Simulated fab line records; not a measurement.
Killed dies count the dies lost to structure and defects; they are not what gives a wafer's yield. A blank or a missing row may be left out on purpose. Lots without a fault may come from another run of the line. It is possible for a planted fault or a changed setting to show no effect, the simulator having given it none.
Chamber matching :: flow n5 finfet :: N5_GATE_CUT_CMP_43 on cmp-01: 4 sister chambers
The step polishes SiO2. 4 wafers are shown with their chamber, then 8 later ones without.

== WAFERS, EACH WITH ITS CHAMBER ==
wafer: L085.1
chamber: 2
motor current A (A): 12.7

wafer: L089.3
chamber: 3
motor current A (A): 13.6

wafer: L089.5
chamber: 0
motor current A (A): 15.7

wafer: L090.2
chamber: 1
motor current A (A): 13.7

== WAFERS MISSING THEIR CHAMBER ==
wafer: L090.5
motor current A (A): 14.5

wafer: L090.6
motor current A (A): 14.4

wafer: L091.1
motor current A (A): 12.9

wafer: L091.2
motor current A (A): 12.6

wafer: L091.4
motor current A (A): 14.7

wafer: L096.2
motor current A (A): 12.9

wafer: L096.3
motor current A (A): 14.3

wafer: L096.6
motor current A (A): 15.2

== WHICH CHAMBER EACH ONE RAN IN ==
wafer: L090.5
from the rows above: can't be placed: 1 or 3 or 0 or 2
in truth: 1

wafer: L090.6
from the rows above: can't be placed: 1 or 3 or 0 or 2
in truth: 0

wafer: L091.1
from the rows above: can't be placed: 2 or 3 or 1
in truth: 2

wafer: L091.2
from the rows above: can't be placed: 2 or 3 or 1
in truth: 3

wafer: L091.4
from the rows above: can't be placed: 0 or 1 or 3 or 2
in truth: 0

wafer: L096.2
from the rows above: can't be placed: 2 or 3 or 1
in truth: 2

wafer: L096.3
from the rows above: can't be placed: 1 or 3 or 0 or 2
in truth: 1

wafer: L096.6
from the rows above: can't be placed: 0 or 1 or 3
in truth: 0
Placed correctly: 0 of 8. Cannot be placed on the basis of these rows: 8; the candidates contain the true chamber in 8. Placed wrongly: 0.
How it was worked out, from the rows above alone: a wafer's distance from a chamber is the root of the sum, over the readings, of the square of ((its reading less the chamber's mean) divided by the reading's scatter). If the next closest chamber is less than 2 further off than the closest, the wafer can't be placed; otherwise it belongs to the closest. Each chamber's mean is taken over the wafers shown for it. The scatter: with one shown wafer a chamber, the root of the mean of the squares of how far each hidden wafer lies from its nearest shown one.
